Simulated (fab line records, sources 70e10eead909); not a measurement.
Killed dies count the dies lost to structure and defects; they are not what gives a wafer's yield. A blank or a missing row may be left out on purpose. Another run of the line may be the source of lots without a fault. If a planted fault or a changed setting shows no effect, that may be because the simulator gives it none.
fab line records ; flow nandHarc
record: lots: 15; wafers: 45; lastDay: 24
route steps=1159 shown P_GATE@157 P_CONTACT@233
lots untouched by any fault: they come from a run of this same line in which no faults occurred
startH: the number of hours between the record's first day and the start of the first shown wafer of the lot ; waitH: hours since the lot's step before ; " unchanged from the row above ; L1.1+2: one row covering several wafers at once ; - either no value or no given start ; * or withheld: withheld ; < > ~ a bound
route shown NAME@n: names a module that has steps shown in the file, with the first one's number in the route ; usual: mean/standard deviation of fault-free wafers ; same: alike in all rows ; chamber/n: place in a boat ; sites: per-site readings ; _std_site: the standard deviation of these ; _edge_site: outer sites' mean less inner sites' ; radiusMm: for every site, how far away it sits from the centre of the wafer ; mask NAME#n: copy n ; behind: tool/chamber where the wafer was last shaped ; hold: cause of the lot's hold/its duration in hours/its outcome ; device: which transistor (n, p or np) failed to switch ; end of line: the same wafers' tests at the end of the route ; step lacking rows: just its recipe ; killed: not the wafer's yield, but the dies lost to structure and defects at the first sort ; map: the dies of a wafer, with x for killed, . for not killed, _ for no die there
set.NAME: the setting the step ran with; set.NAME@STEP: the setting that earlier step ran with ; model.NAME: the simulator's own value behind a step, which no gauge read
steps of the route over a sample of lots; a table a step, a row a wafer
services: a tool's chamber out of use, with start hour (startH, from the record's first day; less than 0 if before it), hours out, and reason
== steps ==
step: NHARC_P_GATE_STRIP_101
recipe: timeS: 20; o2FlowSccm: 500; arFlowSccm: 0; biasW: 0; chemistry: O2
usual: drypumpMotorCurrentA: 5.6/0.4; oesProductAu: 1.003/0.0092; rfVppV: 58.0/0.88; showerheadPlenumPTorr: 3.56/0.15; throttleValvePct: 17.037/0.0099
lot.wafer;tool;chamber;startH;waitH;drypumpMotorCurrentA;oesProductAu;rfHoursCounterH;rfVppV;showerheadPlenumPTorr;throttleValvePct
L548.1;rieDiel-11;3;100.93;0.1;5.6;1.000;15;58.1;3.77;17.048
L548.4;rieDiel-11;0;100.93;0.1;5.1;1.011;11;57.1;3.36;17.025
L548.2;rieDiel-11;1;100.93;0.1;5.7;1.008;15;58.3;3.68;17.051
L554.4;rieDiel-09;3;130.50;0.1;6.4;0.996;14;56.7;3.62;17.027
L554.3;rieDiel-09;2;130.50;0.1;6.2;1.003;15;57.6;3.63;17.039
L554.6;rieDiel-09;0;130.50;0.1;4.8;1.000;-;57.3;3.54;17.042
L553.4;rieDiel-11;0;130.89;0.1;5.1;1.016;17;57.8;3.35;17.029
L553.3;rieDiel-11;1;130.89;0.1;5.7;1.018;22;57.5;3.68;17.048
L553.5;rieDiel-11;0;130.89;0.1;5.1;1.028;-;56.8;3.35;17.033
L555.1;rieDiel-11;3;146.81;0.1;5.6;0.996;26;58.2;3.76;17.022
L555.4;rieDiel-11;2;146.81;0.1;5.4;1.009;26;57.6;3.68;17.049
L555.5;rieDiel-11;3;146.81;0.1;5.6;0.989;-;57.0;3.76;17.036
L561.2;rieDiel-11;0;176.33;0.1;5.1;1.014;24;55.8;3.35;17.028
L561.6;rieDiel-11;3;176.33;0.1;5.6;1.003;-;59.1;3.76;17.045
L561.5;rieDiel-11;0;176.33;0.1;5.1;1.016;-;59.1;3.35;17.038
L562.2;rieDiel-11;3;189.24;0.1;5.6;1.003;32;59.5;3.76;17.027
L562.4;rieDiel-11;1;189.24;0.1;5.7;1.004;30;58.0;3.68;17.049
L562.5;rieDiel-11;2;189.24;0.1;5.4;1.004;-;58.1;3.68;17.032
L563.1;rieDiel-06;0;196.14;0.1;5.6;1.001;46;57.1;3.32;17.046
L563.4;rieDiel-06;1;196.14;0.1;6.1;1.003;48;56.6;3.44;17.059
L563.5;rieDiel-06;1;196.14;0.1;6.1;1.000;-;58.4;3.44;17.039
L564.1;rieDiel-09;2;196.60;0.1;6.2;1.006;36;59.0;3.62;17.025
L564.2;rieDiel-09;1;196.60;0.1;5.7;1.001;39;57.0;3.60;17.045
L564.5;rieDiel-09;2;196.60;0.1;6.2;0.997;-;59.3;3.62;17.045
L565.4;rieDiel-06;2;203.33;0.1;5.0;1.014;50;57.2;3.62;17.033
L565.3;rieDiel-06;1;203.33;0.1;6.0;1.006;49;57.9;3.44;17.041
L565.5;rieDiel-06;2;203.33;0.1;5.0;1.015;-;58.4;3.62;17.048
L567.3;rieDiel-11;1;208.54;0.1;5.8;1.010;1;57.6;3.67;17.038
L567.6;rieDiel-11;0;208.54;0.1;5.1;1.002;-;56.4;3.35;17.033
L567.5;rieDiel-11;1;208.54;0.1;5.8;1.009;-;58.4;3.67;17.036
L566.4;rieDiel-11;3;208.58;0.1;5.6;1.021;2;58.0;3.76;17.054
L566.3;rieDiel-11;0;208.58;0.1;5.1;1.000;1;57.3;3.35;17.023
L566.6;rieDiel-11;3;208.58;0.1;5.6;1.007;-;58.8;3.76;17.039
L568.4;rieDiel-06;2;223.61;0.1;5.0;1.001;57;58.8;3.62;17.034
L568.3;rieDiel-06;3;223.61;0.1;6.1;1.001;49;59.1;3.58;17.045
L568.2;rieDiel-06;0;223.61;0.1;5.6;0.987;56;57.1;3.31;17.018
L569.3;rieDiel-06;2;223.99;0.1;5.0;1.003;57;58.7;3.62;17.025
L569.4;rieDiel-06;1;223.99;0.1;6.1;0.990;57;59.3;3.44;17.022
L569.6;rieDiel-06;3;223.99;0.1;6.1;1.010;-;59.4;3.58;17.035
L570.4;rieDiel-06;1;230.63;0.1;6.1;0.998;59;57.3;3.44;17.035
L570.3;rieDiel-06;0;230.63;0.1;5.6;0.997;58;57.8;3.31;17.030
L570.5;rieDiel-06;2;230.63;0.1;5.0;1.007;-;57.8;3.62;17.054
L571.3;rieDiel-11;2;238.74;0.1;5.4;0.988;6;58.4;3.68;17.045
L571.6;rieDiel-11;3;238.74;0.1;5.6;1.011;-;59.1;3.76;17.040
L571.5;rieDiel-11;0;238.74;0.1;5.1;0.995;-;58.1;3.35;17.040
step: NHARC_P_GATE_DEVELOP_45
recipe: timeS: 70
usual: chillPlateTempC: 23.00/0.12; exhaustPa: 45.0/0.9
lot.wafer;tool;chamber;startH;waitH;chillPlateTempC;exhaustPa
L548.1;lithoTrack-05;0;101;-;23.08;44.0
L548.2;lithoTrack-05;0;101;-;23.00;44.6
L548.4;lithoTrack-05;0;101;-;23.15;45.2
L554.3;lithoTrack-05;-;131;-;-;-
L554.4;lithoTrack-05;-;131;-;-;-
L554.6;lithoTrack-05;-;131;-;-;-
L553.3;lithoTrack-05;-;131;-;-;-
L553.4;lithoTrack-05;-;131;-;-;-
L553.5;lithoTrack-05;-;131;-;-;-
L555.1;lithoTrack-07;-;147;-;-;-
L555.4;lithoTrack-07;-;147;-;-;-
L555.5;lithoTrack-07;-;147;-;-;-
L561.2;lithoTrack-05;0;177;-;22.82;46.3
L561.5;lithoTrack-05;0;177;-;22.73;44.5
L561.6;lithoTrack-05;0;177;-;22.83;44.7
L562.2;lithoTrack-05;0;189;-;23.07;45.0
L562.4;lithoTrack-05;0;189;-;23.10;45.2
L562.5;lithoTrack-05;0;189;-;22.93;44.6
L563.1;lithoTrack-07;0;196;-;22.88;44.8
L563.4;lithoTrack-07;0;196;-;22.90;45.6
L563.5;lithoTrack-07;0;196;-;23.13;46.3
L564.1;lithoTrack-05;0;197;-;23.12;45.1
L564.2;lithoTrack-05;0;197;-;22.91;44.1
L564.5;lithoTrack-05;0;197;-;23.10;44.8
L565.3;lithoTrack-05;0;204;-;23.06;46.6
L565.4;lithoTrack-05;0;204;-;23.19;46.2
L565.5;lithoTrack-05;0;204;-;23.24;44.6
L567.3;lithoTrack-07;0;209;-;22.93;44.2
L567.5;lithoTrack-07;0;209;-;22.94;43.7
L567.6;lithoTrack-07;0;209;-;22.85;45.5
L566.3;lithoTrack-03;0;209;-;22.94;45.2
L566.4;lithoTrack-03;0;209;-;23.00;45.2
L566.6;lithoTrack-03;0;209;-;22.90;45.5
L568.2;lithoTrack-03;0;224;-;23.08;44.3
L568.3;lithoTrack-03;0;224;-;22.68;43.1
L568.4;lithoTrack-03;0;224;-;22.81;44.2
L569.3;lithoTrack-05;0;224;-;23.20;45.0
L569.4;lithoTrack-05;0;224;-;23.14;45.0
L569.6;lithoTrack-05;0;224;-;23.08;44.5
L570.3;lithoTrack-05;0;231;-;22.93;45.7
L570.4;lithoTrack-05;0;231;-;22.82;46.9
L570.5;lithoTrack-05;0;231;-;22.99;46.3
L571.3;lithoTrack-03;0;239;-;22.96;45.2
L571.5;lithoTrack-03;0;239;-;23.00;45.1
L571.6;lithoTrack-03;0;239;-;23.10;44.2
step: NHARC_P_CONTACT_OVL_MEAS_13
usual: overlayXNm: -0.1/0.94; overlayYNm: 0.2/0.86
lot.wafer;tool;chamber;startH;waitH;overlayXNm;overlayYNm
L548.1;overlay-02;-;111.49;-;0.6;1.1
L548.2;overlay-02;-;111.49;-;0.3;0.3
L548.4;overlay-02;-;111.49;-;1.1;0.7
L561.2;overlay-01;-;185.55;-;-0.2;-0.6
L561.5;overlay-01;-;185.55;-;0.0;-0.4
L561.6;overlay-01;-;185.55;-;-0.3;-0.7
L562.2;overlay-01;-;198.65;-;-2.3;0.0
L562.4;overlay-01;-;198.65;-;-2.2;0.0
L562.5;overlay-01;-;198.65;-;-2.6;0.0
L563.1;overlay-02;-;205.03;-;-0.5;0.7
L563.4;overlay-02;-;205.03;-;-0.1;-0.1
L563.5;overlay-02;-;205.03;-;-0.4;0.5
L564.1;overlay-02;-;205.80;-;-0.2;1.4
L564.2;overlay-02;-;205.80;-;0.5;2.0
L564.5;overlay-02;-;205.80;-;0.5;1.3
L565.3;overlay-02;-;212.59;-;0.4;1.0
L565.4;overlay-02;-;212.59;-;0.6;0.7
L565.5;overlay-02;-;212.59;-;0.1;1.4
L567.3;overlay-01;-;217.68;-;-0.6;0.3
L567.5;overlay-01;-;217.68;-;-1.2;-0.8
L567.6;overlay-01;-;217.68;-;-0.9;-0.4
L566.3;overlay-01;-;218.02;-;0.5;0.4
L566.4;overlay-01;-;218.02;-;0.4;1.2
L566.6;overlay-01;-;218.02;-;0.6;0.9
L568.2;overlay-02;-;232.72;-;-0.2;-0.8
L568.3;overlay-02;-;232.72;-;0.2;-0.8
L568.4;overlay-02;-;232.72;-;1.0;-0.7
L569.3;overlay-02;-;233.38;-;0.5;0.2
L569.4;overlay-02;-;233.38;-;0.0;0.4
L569.6;overlay-02;-;233.38;-;0.5;0.3
L570.3;overlay-01;-;239.62;-;-0.6;-0.9
L570.4;overlay-01;-;239.62;-;-0.3;-1.7
L570.5;overlay-01;-;239.62;-;0.0;-1.3
L571.3;overlay-02;-;248.84;-;0.0;1.6
L571.5;overlay-02;-;248.84;-;-0.2;1.2
L571.6;overlay-02;-;248.84;-;-0.6;1.0
step: NHARC_P_CONTACT_ETCH_18
recipe: targetDepthA: 4810; timeS: 240.5; c4f8FlowSccm: 20; o2FlowSccm: 10; arFlowSccm: withheld; rfW: 600; biasW: 1500; chemistry: C4F8/O2/Ar
usual: oesProductAu: 0.964/0.018; rfVppV: 977/6.1
lot.wafer;tool;chamber;startH;waitH;oesProductAu;rfHoursCounterH;rfVppV
L548.4;rieDiel-12;1;-;-;0.971;6;976
L548.2;rieDiel-12;2;-;-;0.960;9;984
L548.1;rieDiel-12;3;-;-;0.976;8;970
L561.2;rieDiel-12;0;-;-;0.959;17;971
L561.6;rieDiel-12;2;-;-;0.939;-;985
L561.5;rieDiel-12;1;-;-;0.956;-;975
L562.4;rieDiel-07;3;-;-;0.974;52;982
L562.2;rieDiel-07;1;-;-;0.979;45;971
L562.5;rieDiel-07;3;-;-;0.971;-;983
L563.1;rieDiel-07;0;-;-;0.948;50;974
L563.4;rieDiel-07;2;-;-;0.976;51;984
L563.5;rieDiel-07;0;-;-;0.964;-;974
L564.1;rieDiel-02;3;-;-;0.975;4;984
L564.2;rieDiel-02;0;-;-;0.963;4;970
L564.5;rieDiel-02;3;-;-;0.971;-;986
L565.4;rieDiel-02;3;-;-;0.966;5;985
L565.3;rieDiel-02;0;-;-;0.967;5;969
L565.5;rieDiel-02;0;-;-;0.969;-;969
L567.3;rieDiel-12;0;-;-;0.958;0;971
L567.6;rieDiel-12;0;-;-;0.966;-;970
L567.5;rieDiel-12;1;-;-;0.998;-;976
L566.4;rieDiel-02;0;-;-;0.963;5;968
L566.3;rieDiel-02;3;-;-;0.963;6;983
L566.6;rieDiel-02;0;-;-;0.962;-;971
L568.2;rieDiel-12;2;-;-;0.981;2;984
L568.4;rieDiel-12;3;-;-;0.996;2;969
L568.3;rieDiel-12;1;-;-;0.974;2;976
L569.4;rieDiel-02;0;-;-;0.938;7;970
L569.3;rieDiel-02;2;-;-;0.913;7;980
L569.6;rieDiel-02;3;-;-;0.927;-;984
L570.4;rieDiel-12;2;-;-;0.962;3;984
L570.3;rieDiel-12;0;-;-;0.966;3;971
L570.5;rieDiel-12;2;-;-;0.976;-;985
L571.3;rieDiel-12;0;-;-;0.989;5;970
L571.5;rieDiel-12;0;-;-;0.983;-;971
L571.6;rieDiel-12;1;-;-;0.999;-;974
== services ==
tool;chamber;startH;hours;kind
rieDiel-09;-;77.11;9.0;pm
rieDiel-11;0;95.18;-;clean
rieDiel-11;1;95.18;-;clean
rieDiel-06;0;101.13;2.3;repair
rieDiel-09;-;106.78;0.4;repair
rieDiel-09;-;139.59;0.7;repair
rieDiel-12;2;148.79;1.5;repair
rieDiel-02;-;150.70;9.0;pm
rieDiel-06;3;166.94;16.7;repair
rieDiel-07;-;170.46;0.8;repair
rieDiel-12;3;184.69;3.1;repair
lithoTrack-07;-;189.00;7.0;pm
rieDiel-11;-;189.50;9.0;pm
rieDiel-12;-;202.40;9.0;pm
rieDiel-11;-;210.24;0.9;repair
lithoTrack-03;-;213.01;7.0;pm
rieDiel-09;-;214.98;1.6;repair
rieDiel-02;-;215.47;0.5;repair
rieDiel-07;-;228.36;9.0;pm
lithoTrack-05;-;237.00;7.0;pm
rieDiel-09;-;240.67;0.8;repair
rieDiel-06;-;242.47;9.0;pm
rieDiel-02;2;245.83;1.2;repair
rieDiel-02;1;248.31;1.5;repair
== key ==
firstSign: step: NHARC_P_GATE_DEVELOP_45; reading: toolRecord; direction: missing
effect none on later readings
metAt NHARC_P_GATE_DEVELOP_45
struckLots L553,L554,L555
laterRowsLeftOut L553.3,L553.4,L553.5,L554.3,L554.4,L554.6,L555.1,L555.4,L555.5
sortLeftOut L553.3,L553.4,L553.5,L554.3,L554.4,L554.6,L555.1,L555.4,L555.5
testerLeftOut L553,L554,L555
notActingAt NHARC_P_GATE_STRIP_101,NHARC_P_CONTACT_OVL_MEAS_13,NHARC_P_CONTACT_ETCH_18
onsetBetween 101 131
fault: kind: skippedStepWhole; tool: lithoTrack-05,lithoTrack-07; chamber: -; onsetH: 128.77; steps: NHARC_P_GATE_DEVELOP_45; scope: struckLotsOnly
testerLeftOut: of these lots the tester's yield and bins aren't shown, on N5 and GAA mostly nor the transistor test; their killed dies are dies lost to structure and defects alone, not to doping, threshold or leakage, so they don't give the yield
sortLeftOut: the simulated sort isn't trusted on such a fault, so these wafers' sort isn't shown, and their yield isn't known
laterRowsLeftOut: the simulator's readings of these wafers behind a module that went badly wrong aren't trusted and aren't shown, but for the sort
